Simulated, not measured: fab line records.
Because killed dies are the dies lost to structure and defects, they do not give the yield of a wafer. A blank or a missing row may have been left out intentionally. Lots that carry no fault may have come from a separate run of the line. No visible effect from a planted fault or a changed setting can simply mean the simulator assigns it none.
A struck lot beside a sound one + flow n5-finfet + 18 out of 1938 route steps
Sound: wafers L663.1, L663.2, L663.3. Wafers L666.2, L666.3, L666.4 were the ones struck. The cause comes at the end.
Each step with rows lists, per side, the tool, then ch with its chambers, then its first start. Under that, the readings that differ: sound wafers + struck wafers + difference of the means + sigmas: that difference in standard deviations of wafers without a fault.
alike: words and numbers the same on both sides, and readings whose means are apart by under 2 such deviations; not compared: readings that were withheld, readings missing a value for some wafer, numbers with overlapping values and no deviation given by the record, and bounds like >300 which may hide the same value.
Wherever a step has rows on one side only, a row that says differs or no value, or a row with sigmas, the two part there. Numbers that don't overlap but have no deviation are shown without sigmas and don't part them. Lack of a reading on every wafer of one side parts them only where that side has two or more wafers.

first, 8 steps without rows for these wafers: N5_PASSIVATION_HMDS_03 (time 60 s); N5_PASSIVATION_COAT_04; N5_PASSIVATION_EBR_06; N5_PASSIVATION_SOFTBAKE_05 (time 90 s); N5_PASSIVATION_EXPOSE_07 (exposes mask TV, defocus 0 nm, target cd 3000 nm); N5_PASSIVATION_PEB_08; N5_PASSIVATION_DEVELOP_09 (develop time 60 s); N5_PASSIVATION_HARDBAKE_11 (time 120 s).
N5_PASSIVATION_CD_MEAS_10: target cd 3000 nm.
  sound on cd-sem-02 ch 0, day 15 00:04; struck on cd-sem-01 ch 0, day 15 19:47
  alike: cd-nm
N5_PASSIVATION_OVL_MEAS_60:
  sound on overlay-02 ch 0, day 15 00:05; struck on overlay-02 ch 0, day 15 19:49
  alike: TV_OVL
N5_PASSIVATION_INSPECT_61: inspects for defects (macro).
  struck on defect-inspect-02, day 15 19:50; sound on defect-inspect-01, day 15 00:07
  alike: raw-defect-count
N5_PASSIVATION_DESCUM_12: chemistry O2, time 7.9 s.
  sound on rie-diel-05 ch 0,2,3, day 15 00:10; struck on rie-diel-06 ch 0,2,3, day 15 19:53
  alike: drypump-motor-current-A, oes-product-au, rf-vpp-V, showerhead-plenum-p-Torr, throttle-valve-pct
  not compared: rf-hours-counter-h
N5_PASSIVATION_PASS_ETCH_74: etches SiNx in CF4/O2, target depth 220 nm, time 110 s.
  sound on rie-diel-05 ch 0,2,3, day 15 00:14; struck on rie-diel-06 ch 0,2,3, day 15 19:56
| reading                         | sound             | struck          | difference | sigmas |
|---------------------------------|-------------------|-----------------|------------|--------|
| model.etch.depth-nm (nm)        | 217.2 216.8 216.6 | 186 189.6 196.5 | -26        |        |
| model.TV_OPEN.cd-offset-nm (nm) | 0.6 0.4 -0.4      | 1.6 1.4 1.8     | +1.4       |        |
  alike: O2_flow_sccm, drypump-motor-current-A, oes-product-au, rf-vpp-V, showerhead-plenum-p-Torr, throttle-valve-pct
  not compared: rf-hours-counter-h, model.coat_of_PASSIVATION_COAT_04.thk-nm
N5_PASSIVATION_VIA_ETCH_13: etches SiO2 in CHF3/O2, target depth 660 nm, time 330 s.
  sound on rie-diel-05 ch 0,2,3, day 15 00:19; struck on rie-diel-06 ch 0,2,3, day 15 20:02
  alike: O2_flow_sccm, drypump-motor-current-A, etch-rf-on-time-s, oes-product-au, rf-vpp-V, showerhead-plenum-p-Torr, throttle-valve-pct
  not compared: rf-hours-counter-h, model.coat_of_PASSIVATION_COAT_04.thk-nm
N5_PASSIVATION_STRIP_14: strips in O2.
  sound on rie-diel-05 ch 0,2,3, day 15 00:31; struck on rie-diel-06 ch 0,2,3, day 15 20:14
  alike: drypump-motor-current-A, oes-product-au, rf-vpp-V, showerhead-plenum-p-Torr, throttle-valve-pct
  not compared: rf-hours-counter-h
N5_PASSIVATION_ETCH_15: etches SiCN in CF4/N2, target depth 75 nm, time 81.2 s.
  sound: rie-diel-05 ch 0,2,3; struck: rie-diel-06 ch 0,2,3
  alike: drypump-motor-current-A, oes-product-au, rf-vpp-V, showerhead-plenum-p-Torr, throttle-valve-pct
  not compared: rf-hours-counter-h, model.TV_OPEN.cd-offset-nm
then, 1 step without rows for these wafers: N5_PASSIVATION_STRIP_73 (strips in post etch residue remover, time 60 s).
N5_PASSIVATION_PROBE_49:
  only the struck wafers here have rows in the record (prober-02, day 16 03:07); the sound ones have none

## WHERE THEY PART
Within this record, at N5_PASSIVATION_PROBE_49 only.

WHY: whatever the simulator had introduced
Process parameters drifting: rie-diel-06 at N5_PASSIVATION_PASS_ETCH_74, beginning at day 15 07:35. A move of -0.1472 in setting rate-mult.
